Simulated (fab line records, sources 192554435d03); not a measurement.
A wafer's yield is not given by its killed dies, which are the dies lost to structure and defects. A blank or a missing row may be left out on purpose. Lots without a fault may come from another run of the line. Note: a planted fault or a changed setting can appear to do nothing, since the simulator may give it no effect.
Matching of chambers ; flow n5-finfet ; N5_BEOL_M5_ALD_86 on ald-metal-03: 4 sister chambers
The step deposits TaN, pulse time 2 s, purge time 3 s, co reactant purge time 2 s. 22 wafers are shown with their chamber, then 11 later ones without.

WAFERS, EACH WITH ITS CHAMBER
wafer;chamber;heater-power-w (W);susceptor-temp-C (C)
L074.2;3;309;274.92
L074.4;2;499;274.80
L074.6;3;303;274.94
L076.3;2;508;275.20
L076.4;0;353;274.78
L076.5;1;399;275.11
L078.1;0;361;274.79
L078.4;3;310;275.27
L078.5;0;356;274.87
L079.1;1;408;275.16
L079.2;2;491;275.26
L079.3;3;317;275.33
L080.1;2;510;275.17
L080.2;0;362;274.90
L080.4;1;408;274.65
L084.3;1;410;275.11
L084.5;0;356;275.25
L084.6;3;316;274.83
L088.1;3;313;275.13
L088.3;2;501;274.71
L088.6;0;357;275.14
L087.1;1;410;274.92

SIGNATURES (averages over the wafers above)
reading;chamber 0;chamber 1;chamber 2;chamber 3;scatter within a chamber
heater-power-w;357.50;407.00;501.80;311.33;5.3
susceptor-temp-C;274.9550;274.9900;275.0280;275.0700;0.215
Rule: for each reading, subtract the chamber's mean from the wafer's reading, divide by that reading's scatter and square the result; add these up over the readings and take the root, which gives the wafer's distance from the chamber. If the next closest chamber is less than 2 further off than the closest, the wafer can't be placed; otherwise it belongs to the closest. The scatter: take each reading less its chamber's mean, square it, sum over the shown wafers, divide by the number of wafers less the number of chambers, and take the root.

WAFERS MISSING THEIR CHAMBER
wafer;heater-power-w (W);susceptor-temp-C (C)
L087.2;495;274.95
L087.5;504;275.16
L089.2;360;275.10
L089.3;417;275.18
L089.5;357;274.77
L092.3;312;274.94
L092.4;400;274.54
L092.5;310;275.02
L095.2;316;275.05
L095.3;360;275.15
L095.6;403;274.73

WHICH CHAMBER EACH WENT THROUGH
wafer;from the rows above;in truth
L087.2;2;2
L087.5;2;2
L089.2;0;0
L089.3;1;1
L089.5;0;0
L092.3;3;3
L092.4;1;1
L092.5;3;3
L095.2;3;3
L095.3;0;0
L095.6;1;1
Placed correctly: 11 of 11. From these rows, 0 cannot be placed. Number placed wrongly: 0.
